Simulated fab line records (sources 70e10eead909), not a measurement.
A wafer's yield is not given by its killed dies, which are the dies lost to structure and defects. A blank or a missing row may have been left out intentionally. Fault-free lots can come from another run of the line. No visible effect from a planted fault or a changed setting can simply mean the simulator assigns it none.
A sampling plan put to the test    flow nand-harc    17 faults told of in these records, all on one fab line, each judged by the records of the lots it struck
The plan consists of the line's own looks: route steps at which the wafer is read by a gauge or an inspection but not changed. A look can be judged if struck wafers have a number there and the file gives its usual mean and standard deviation on fault-free wafers. Caught: a look later than the fault's first step finds the struck wafers' mean 4 or more of those standard deviations (sigma) from the usual mean. On the tool: here the same test is run on the tool's own readings at the fault's steps. Also counted as caught: the struck wafers showing another recipe, or a record that is empty for them alone.

THE FAULTS, as the simulator had put them in
1. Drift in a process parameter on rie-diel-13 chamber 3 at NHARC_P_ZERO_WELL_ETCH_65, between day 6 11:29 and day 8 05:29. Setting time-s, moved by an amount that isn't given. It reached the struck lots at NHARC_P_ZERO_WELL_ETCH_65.
2. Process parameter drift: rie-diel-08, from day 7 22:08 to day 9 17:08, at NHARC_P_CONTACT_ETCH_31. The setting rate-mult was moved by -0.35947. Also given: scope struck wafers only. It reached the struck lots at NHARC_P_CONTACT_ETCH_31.
3. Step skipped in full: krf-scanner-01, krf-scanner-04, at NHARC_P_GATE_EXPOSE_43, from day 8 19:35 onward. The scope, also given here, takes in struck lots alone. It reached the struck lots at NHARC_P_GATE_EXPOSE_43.
4. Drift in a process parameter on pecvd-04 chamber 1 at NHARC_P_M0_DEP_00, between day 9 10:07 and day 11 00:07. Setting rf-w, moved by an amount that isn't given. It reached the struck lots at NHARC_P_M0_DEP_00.
5. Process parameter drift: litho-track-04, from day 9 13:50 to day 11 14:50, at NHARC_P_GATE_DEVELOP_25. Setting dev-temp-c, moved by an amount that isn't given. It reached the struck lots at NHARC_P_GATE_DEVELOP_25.
6. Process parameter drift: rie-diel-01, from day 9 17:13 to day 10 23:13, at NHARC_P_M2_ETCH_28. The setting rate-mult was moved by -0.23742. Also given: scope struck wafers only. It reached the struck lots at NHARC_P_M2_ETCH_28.
7. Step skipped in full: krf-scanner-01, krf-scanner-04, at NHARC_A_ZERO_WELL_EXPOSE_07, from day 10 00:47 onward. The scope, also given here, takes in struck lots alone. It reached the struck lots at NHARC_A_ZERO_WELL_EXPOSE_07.
8. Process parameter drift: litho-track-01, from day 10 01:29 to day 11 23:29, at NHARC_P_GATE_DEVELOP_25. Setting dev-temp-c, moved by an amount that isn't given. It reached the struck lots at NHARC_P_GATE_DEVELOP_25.
9. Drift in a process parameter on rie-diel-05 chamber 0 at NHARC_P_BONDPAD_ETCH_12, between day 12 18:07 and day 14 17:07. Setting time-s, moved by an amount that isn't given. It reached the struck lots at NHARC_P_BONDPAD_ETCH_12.
10. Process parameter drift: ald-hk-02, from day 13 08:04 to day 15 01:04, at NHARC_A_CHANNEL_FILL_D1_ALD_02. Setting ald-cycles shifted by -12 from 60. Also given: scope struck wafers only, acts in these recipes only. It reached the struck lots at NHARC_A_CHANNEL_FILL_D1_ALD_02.
11. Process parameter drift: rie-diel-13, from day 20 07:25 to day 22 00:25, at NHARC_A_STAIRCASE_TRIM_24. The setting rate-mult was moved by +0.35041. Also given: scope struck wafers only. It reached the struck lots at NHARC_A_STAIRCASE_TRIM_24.
12. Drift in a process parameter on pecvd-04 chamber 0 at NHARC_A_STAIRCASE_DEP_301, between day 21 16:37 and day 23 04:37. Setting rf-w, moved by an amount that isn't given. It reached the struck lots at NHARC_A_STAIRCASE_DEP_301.
13. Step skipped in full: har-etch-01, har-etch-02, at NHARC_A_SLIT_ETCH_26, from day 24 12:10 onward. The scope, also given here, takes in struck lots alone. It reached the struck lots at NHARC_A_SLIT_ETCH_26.
14. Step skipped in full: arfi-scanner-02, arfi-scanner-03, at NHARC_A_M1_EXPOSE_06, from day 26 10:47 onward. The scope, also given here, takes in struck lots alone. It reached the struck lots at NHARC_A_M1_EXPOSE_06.
15. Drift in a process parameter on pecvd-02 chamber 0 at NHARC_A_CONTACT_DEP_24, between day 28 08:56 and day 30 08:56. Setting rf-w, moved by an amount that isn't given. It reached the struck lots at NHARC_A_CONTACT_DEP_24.
16. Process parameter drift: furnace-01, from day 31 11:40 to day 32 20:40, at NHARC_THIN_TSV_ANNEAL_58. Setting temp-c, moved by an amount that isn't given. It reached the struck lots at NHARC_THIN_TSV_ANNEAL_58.
17. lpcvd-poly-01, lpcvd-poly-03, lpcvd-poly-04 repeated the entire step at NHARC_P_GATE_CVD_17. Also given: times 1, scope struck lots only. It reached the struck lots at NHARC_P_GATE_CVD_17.

WHAT THE PLAN SAW
fault  on the tool itself                                first look that catches it                    reading, sigma                                             median hours from its first step to that look  hours from the fault's start to the first struck lot there  judged looks passed uncaught
1      run-length-s -30 sigma                            not the one look that can be judged after it  -                                                          -                                              -                                                           1
2      oes-product-au -16 sigma                          not the one look that can be judged after it  -                                                          -                                              -                                                           1
3      no reading that can be judged                     no look after it can be judged                -                                                          -                                              -                                                           0
4      rf-fwd-power-W +50 sigma                          not the one look that can be judged after it  -                                                          -                                              -                                                           1
5      developer-temp-C -22 sigma                        not the one look that can be judged after it  -                                                          -                                              -                                                           1
6      oes-product-au -13 sigma                          not the one look that can be judged after it  strongest: killed-at-periphery at NHARC_END_SORT_01, +2.4  -                                              -                                                           1
7      no reading that can be judged                     no look after it can be judged                -                                                          -                                              -                                                           0
8      developer-temp-C -8.4 sigma                       not the one look that can be judged after it  -                                                          -                                              -                                                           1
9      run-length-s -26 sigma                            no look after it can be judged                -                                                          -                                              -                                                           0
10     under 2 sigma                                     no look after it can be judged                -                                                          -                                              -                                                           0
11     oes-product-au +23 sigma                          NHARC_END_SORT_01                             killed-at-array +34                                        208.8                                          217                                                         0
12     rf-fwd-power-W -41 sigma                          not the one look that can be judged after it  -                                                          -                                              -                                                           1
13     the tool's record is blank for the struck wafers  no look after it can be judged                -                                                          -                                              -                                                           0
14     no reading that can be judged                     no look after it can be judged                -                                                          -                                              -                                                           0
15     rf-fwd-power-W -99 or beyond sigma                not the one look that can be judged after it  strongest: killed-dies at NHARC_END_SORT_01, -2.0          -                                              -                                                           1
16     spike-tc-upper-C +23 sigma                        not the one look that can be judged after it  -                                                          -                                              -                                                           1
17     under 2 sigma                                     no look after it can be judged                -                                                          -                                              -                                                           0
A dash: this means the fault isn't caught or the number doesn't appear in these records.

Caught at a look: 1 of 17. Caught on the tool: 12 of 17. By one or the other: 12 of 17.
Faults 1, 2, 4, 5, 6, 8, 9, 12, 13, 15, 16 were caught on the tool alone.
Caught by neither: faults 3, 7, 10, 14, 17.

THINNER SAMPLING
If the look that catches a fault measured only every second or every third lot, by lot number, the first struck lot would be measured this late in the worst case:
fault  struck lots at that look, in order of time  every lot  every second lot  every third lot
11     L898, L902                                  217 h      may miss all 2    may miss all 2
The hour figures run from when the fault began to the first measured lot among those it struck. The test against the limit of 4 sigma pooled every struck wafer, which means one lot taken alone may stay below that limit. Other struck lots may not be in these records.

THE LONGEST TIMED WAY FROM STEP TO LOOK
In fault 11, a median of 208.8 hours elapses between NHARC_A_STAIRCASE_TRIM_24 and NHARC_END_SORT_01. No look between them can be judged.
